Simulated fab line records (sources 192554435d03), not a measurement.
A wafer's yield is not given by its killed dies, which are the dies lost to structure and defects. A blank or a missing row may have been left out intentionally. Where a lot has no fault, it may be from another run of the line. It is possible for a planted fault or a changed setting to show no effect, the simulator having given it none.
Lot-split experiment :: flow n5 finfet :: route with 1938 steps; 7 lots, 39 wafers read

THE SPLIT ITSELF
At N5_BEOL_M5_HM_DEP_02 (deposits TiN, target thk 20 nm), the setting target thk a was moved away from the recipe's 200 angstrom on 12 of the 39 wafers read, by -34.3% to +38.4%. For the rest of the wafers, this setting stayed at what the recipe calls for.

FROM THE SPLIT TO THE READING: what the file shows between them, 4 steps
- N5_BEOL_M5_COAT_59: time 60 s, resist thk 60 nm
- N5_BEOL_M5_COAT_60: time 60 s, resist thk 12 nm
- N5_BEOL_M5_STRIP_73: strips in N2/H2
- N5_BEOL_M5_STRIP_64: strips in CF4

THE READING
etch.depth nm (the simulator's own value, which no gauge read), in nm, at N5_BEOL_M5_HM_OPEN_17 (chemistry Cl2/BCl3, target TiN, target depth 20 nm, overetch 6 nm). The file gives no usual value for it. Average 19.93 nm, standard deviation 0.32 nm, over the 27 wafers here run with the recipe.

wafer: L074.1
tool, chamber at the split: pvd sputter-03, -
target thk a as run, angstrom: 200
against the recipe: recipe
etch.depth nm, nm: 19.72
against lot-mates on the recipe: -

wafer: L074.2
tool, chamber at the split: pvd sputter-03, -
target thk a as run, angstrom: 200
against the recipe: recipe
etch.depth nm, nm: 20.13
against lot-mates on the recipe: -

wafer: L074.3
tool, chamber at the split: pvd sputter-03, -
target thk a as run, angstrom: 200
against the recipe: recipe
etch.depth nm, nm: 19.76
against lot-mates on the recipe: -

wafer: L074.4
tool, chamber at the split: pvd sputter-03, -
target thk a as run, angstrom: 200
against the recipe: recipe
etch.depth nm, nm: 19.68
against lot-mates on the recipe: -

wafer: L074.5
tool, chamber at the split: pvd sputter-03, -
target thk a as run, angstrom: 200
against the recipe: recipe
etch.depth nm, nm: 19.77
against lot-mates on the recipe: -

wafer: L074.6
tool, chamber at the split: pvd sputter-03, -
target thk a as run, angstrom: 200
against the recipe: recipe
etch.depth nm, nm: 20.19
against lot-mates on the recipe: -

wafer: L082.1
tool, chamber at the split: pvd sputter-01, -
target thk a as run, angstrom: 131.3
against the recipe: -34.3%
etch.depth nm, nm: 12.6
against lot-mates on the recipe: -6.83

wafer: L082.2
tool, chamber at the split: pvd sputter-01, -
target thk a as run, angstrom: 200
against the recipe: recipe
etch.depth nm, nm: 19.44
against lot-mates on the recipe: -

wafer: L082.3
tool, chamber at the split: pvd sputter-01, -
target thk a as run, angstrom: 131.3
against the recipe: -34.3%
etch.depth nm, nm: 12.83
against lot-mates on the recipe: -6.60

wafer: L082.4
tool, chamber at the split: pvd sputter-01, -
target thk a as run, angstrom: 200
against the recipe: recipe
etch.depth nm, nm: 19.21
against lot-mates on the recipe: -

wafer: L082.5
tool, chamber at the split: pvd sputter-01, -
target thk a as run, angstrom: 131.3
against the recipe: -34.3%
etch.depth nm, nm: 12.67
against lot-mates on the recipe: -6.76

wafer: L082.6
tool, chamber at the split: pvd sputter-01, -
target thk a as run, angstrom: 200
against the recipe: recipe
etch.depth nm, nm: 19.63
against lot-mates on the recipe: -

wafer: L086.1
tool, chamber at the split: pvd sputter-03, -
target thk a as run, angstrom: 200
against the recipe: recipe
etch.depth nm, nm: 20.07
against lot-mates on the recipe: -

wafer: L086.2
tool, chamber at the split: pvd sputter-03, -
target thk a as run, angstrom: 238.5
against the recipe: +19.2%
etch.depth nm, nm: 24.14
against lot-mates on the recipe: +4.09

wafer: L086.3
tool, chamber at the split: pvd sputter-03, -
target thk a as run, angstrom: 238.5
against the recipe: +19.2%
etch.depth nm, nm: 23.94
against lot-mates on the recipe: +3.89

wafer: L086.4
tool, chamber at the split: pvd sputter-03, -
target thk a as run, angstrom: 200
against the recipe: recipe
etch.depth nm, nm: 20.06
against lot-mates on the recipe: -

wafer: L086.5
tool, chamber at the split: pvd sputter-03, -
target thk a as run, angstrom: 200
against the recipe: recipe
etch.depth nm, nm: 20.02
against lot-mates on the recipe: -

wafer: L086.6
tool, chamber at the split: pvd sputter-03, -
target thk a as run, angstrom: 238.5
against the recipe: +19.2%
etch.depth nm, nm: 23.89
against lot-mates on the recipe: +3.84

wafer: L089.1
tool, chamber at the split: pvd sputter-01, -
target thk a as run, angstrom: 276.9
against the recipe: +38.4%
etch.depth nm, nm: 25.82
against lot-mates on the recipe: +5.71

wafer: L089.2
tool, chamber at the split: pvd sputter-01, -
target thk a as run, angstrom: 200
against the recipe: recipe
etch.depth nm, nm: 20.07
against lot-mates on the recipe: -

wafer: L089.3
tool, chamber at the split: pvd sputter-01, -
target thk a as run, angstrom: 276.9
against the recipe: +38.4%
etch.depth nm, nm: 24.43
against lot-mates on the recipe: +4.32

wafer: L089.4
tool, chamber at the split: pvd sputter-01, -
target thk a as run, angstrom: 200
against the recipe: recipe
etch.depth nm, nm: 20.1
against lot-mates on the recipe: -

wafer: L089.5
tool, chamber at the split: pvd sputter-01, -
target thk a as run, angstrom: 200
against the recipe: recipe
etch.depth nm, nm: 20.16
against lot-mates on the recipe: -

wafer: L089.6
tool, chamber at the split: pvd sputter-01, -
target thk a as run, angstrom: 276.9
against the recipe: +38.4%
etch.depth nm, nm: 24.47
against lot-mates on the recipe: +4.36

wafer: L093.1
tool, chamber at the split: pvd sputter-01, -
target thk a as run, angstrom: 200
against the recipe: recipe
etch.depth nm, nm: 19.55
against lot-mates on the recipe: -

wafer: L093.5
tool, chamber at the split: pvd sputter-01, -
target thk a as run, angstrom: 200
against the recipe: recipe
etch.depth nm, nm: 19.71
against lot-mates on the recipe: -

wafer: L093.6
tool, chamber at the split: pvd sputter-01, -
target thk a as run, angstrom: 200
against the recipe: recipe
etch.depth nm, nm: 19.13
against lot-mates on the recipe: -

wafer: L094.1
tool, chamber at the split: pvd sputter-02, -
target thk a as run, angstrom: 200
against the recipe: recipe
etch.depth nm, nm: 20.22
against lot-mates on the recipe: -

wafer: L094.2
tool, chamber at the split: pvd sputter-02, -
target thk a as run, angstrom: 162
against the recipe: -19.0%
etch.depth nm, nm: 16.92
against lot-mates on the recipe: -3.36

wafer: L094.3
tool, chamber at the split: pvd sputter-02, -
target thk a as run, angstrom: 200
against the recipe: recipe
etch.depth nm, nm: 20.29
against lot-mates on the recipe: -

wafer: L094.4
tool, chamber at the split: pvd sputter-02, -
target thk a as run, angstrom: 200
against the recipe: recipe
etch.depth nm, nm: 20.32
against lot-mates on the recipe: -

wafer: L094.5
tool, chamber at the split: pvd sputter-02, -
target thk a as run, angstrom: 162
against the recipe: -19.0%
etch.depth nm, nm: 16.57
against lot-mates on the recipe: -3.71

wafer: L094.6
tool, chamber at the split: pvd sputter-02, -
target thk a as run, angstrom: 162
against the recipe: -19.0%
etch.depth nm, nm: 16.95
against lot-mates on the recipe: -3.33

wafer: L095.1
tool, chamber at the split: pvd sputter-03, -
target thk a as run, angstrom: 200
against the recipe: recipe
etch.depth nm, nm: 20.01
against lot-mates on the recipe: -

wafer: L095.5
tool, chamber at the split: pvd sputter-03, -
target thk a as run, angstrom: 200
against the recipe: recipe
etch.depth nm, nm: 20.01
against lot-mates on the recipe: -

wafer: L095.2
tool, chamber at the split: pvd sputter-03, -
target thk a as run, angstrom: 200
against the recipe: recipe
etch.depth nm, nm: 20.04
against lot-mates on the recipe: -

wafer: L095.3
tool, chamber at the split: pvd sputter-03, -
target thk a as run, angstrom: 200
against the recipe: recipe
etch.depth nm, nm: 20.13
against lot-mates on the recipe: -

wafer: L095.4
tool, chamber at the split: pvd sputter-03, -
target thk a as run, angstrom: 200
against the recipe: recipe
etch.depth nm, nm: 20.37
against lot-mates on the recipe: -

wafer: L095.6
tool, chamber at the split: pvd sputter-03, -
target thk a as run, angstrom: 200
against the recipe: recipe
etch.depth nm, nm: 20.24
against lot-mates on the recipe: -

THE FIT
A straight line over all 39 wafers: etch.depth nm changes by +0.17 nm for each +1% of target thk a; r = +0.97; the points scatter about the line by 0.7 nm.
The same after taking each lot's own level away (the mean of its wafers on the recipe; 39 wafers): +0.165 nm for each +1%; r = +0.98; scatter 0.61 nm.
On that fit, the largest move of target thk a shifts the reading by 6.3 nm.
From 19.427 to 20.277 nm: that is the span of the lots' own levels, equal to 2.6 times the standard deviation above.
Hence the lot-to-lot level has little effect on the slope; both slopes agree.
Check: for one of the wafers moved furthest among these (+38.4%), held out of the fit, the line's prediction against its lot-mates is +6.25 nm. It came out at +5.71 nm against them.

THE OTHER SPLITS THESE WAFERS WENT THROUGH
These wafers also went through other splits before the reading. Each is held against what the fit with the lots' levels taken away leaves over:
other split on the same wafers: N5_FIN_SAQP_ETCH_65 time s
wafers away from the commonest value: 12
r with etch.depth nm (lot level and that fit taken away): -0.29

other split on the same wafers: N5_SD_EPI_N_ETCH_16 target depth a
wafers away from the commonest value: 15
r with etch.depth nm (lot level and that fit taken away): -0.11

other split on the same wafers: N5_BEOL_M0_SAQP_ETCH_106 target depth a
wafers away from the commonest value: 15
r with etch.depth nm (lot level and that fit taken away): -0.01

other split on the same wafers: N5_BEOL_M0_ALD_136 ald cycles
wafers away from the commonest value: 6
r with etch.depth nm (lot level and that fit taken away): +0.10

THE WHOLE CHAIN: every reading that the file lists as answering this split, in the file's order
step: N5_BEOL_M5_HM_DEP_02
what it does: deposits TiN, target thk 20 nm
reading: TiN_of_BEOL_M5_HM_DEP_02.thk nm (the simulator's own value, which no gauge read)
change (the file's fit): +0.195 nm for each +1% of the setting
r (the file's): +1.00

step: N5_BEOL_M5_HM_OPEN_17
what it does: chemistry Cl2/BCl3, target TiN, target depth 20 nm, overetch 6 nm
reading: etch.depth nm (the simulator's own value, which no gauge read)
change (the file's fit): +0.164 nm for each +1% of the setting
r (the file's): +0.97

FILE'S OWN FIT
etch.depth nm changes by +0.164 nm for each +1% of target thk a, r = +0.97.
